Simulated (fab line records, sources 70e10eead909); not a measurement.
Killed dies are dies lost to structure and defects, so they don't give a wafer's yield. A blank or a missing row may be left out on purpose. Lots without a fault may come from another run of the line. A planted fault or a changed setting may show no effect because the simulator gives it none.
Chamber matching | flow nand_harc | NHARC_A_STAIRCASE_ALD_420 on ald_hk-04: 4 sister chambers
The step deposits SiO2, target thk 20 nm, pulse time 6 s, ald cycles 200. 18 wafers are shown with their chamber, then 9 later ones without.

WAFERS WITH THEIR CHAMBER
wafer  | chamber | heater_power_w (W) | precursor_pulse_height_rel
L076.2 | 3       | 428                | 0.994
L076.5 | 1       | 424                | 1.021
L076.6 | 2       | 400                | 0.980
L075.1 | 1       | 430                | 0.986
L075.2 | 0       | 547                | 1.013
L075.5 | 1       | 423                | 1.006
L081.1 | 1       | 432                | 0.990
L081.4 | 2       | 430                | 0.995
L081.5 | 2       | 410                | 0.982
L087.3 | 0       | 542                | 1.008
L087.4 | 3       | 424                | 0.987
L087.6 | 1       | 429                | 0.967
L088.4 | 0       | 551                | 1.001
L088.5 | 2       | 422                | 0.992
L088.6 | 1       | 429                | 0.982
L090.3 | 0       | 551                | 1.001
L090.4 | 1       | 444                | 1.031
L090.5 | 1       | 430                | 0.990

SIGNATURES (means of the wafers above)
reading                    | chamber 0 | chamber 1 | chamber 2 | chamber 3 | scatter within a chamber
heater_power_w             | 547.75    | 430.12    | 415.50    | 426.00    | 7.89
precursor_pulse_height_rel | 1.00575   | 0.99662   | 0.98725   | 0.99050   | 0.0157
Rule: a wafer's distance from a chamber is the root of the sum, over the readings, of the square of ((its reading less the chamber's mean) divided by the reading's scatter). The wafer belongs to the nearest chamber; if the next one is less than 2 further off, it can't be placed. The scatter: the root of (the sum of the squares of (reading less its chamber's mean) over the shown wafers, divided by (wafers less chambers)).

WAFERS WITHOUT THEIR CHAMBER
wafer  | heater_power_w (W) | precursor_pulse_height_rel
L093.1 | 432                | 1.005
L093.4 | 432                | 1.021
L093.5 | 425                | 0.964
L094.3 | 432                | 1.009
L094.5 | 435                | 1.051
L094.6 | 409                | 1.040
L097.1 | 412                | 1.000
L097.2 | 532                | 0.989
L097.6 | 413                | 1.017

WHICH CHAMBER EACH WENT THROUGH
wafer  | from the rows above          | in truth
L093.1 | can't be placed: 1 or 3 or 2 | 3
L093.4 | can't be placed: 1 or 3 or 2 | 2
L093.5 | can't be placed: 3 or 2 or 1 | 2
L094.3 | can't be placed: 1 or 3 or 2 | 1
L094.5 | can't be placed: 1 or 3 or 2 | 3
L094.6 | can't be placed: 2 or 3 or 1 | 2
L097.1 | can't be placed: 2 or 3 or 1 | 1
L097.2 | 0                            | 0
L097.6 | can't be placed: 2 or 3 or 1 | 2
Placed correctly: 1 of 9. Can't be placed from these rows: 8 (the true chamber is among the candidates in 8). Placed wrongly: 0.
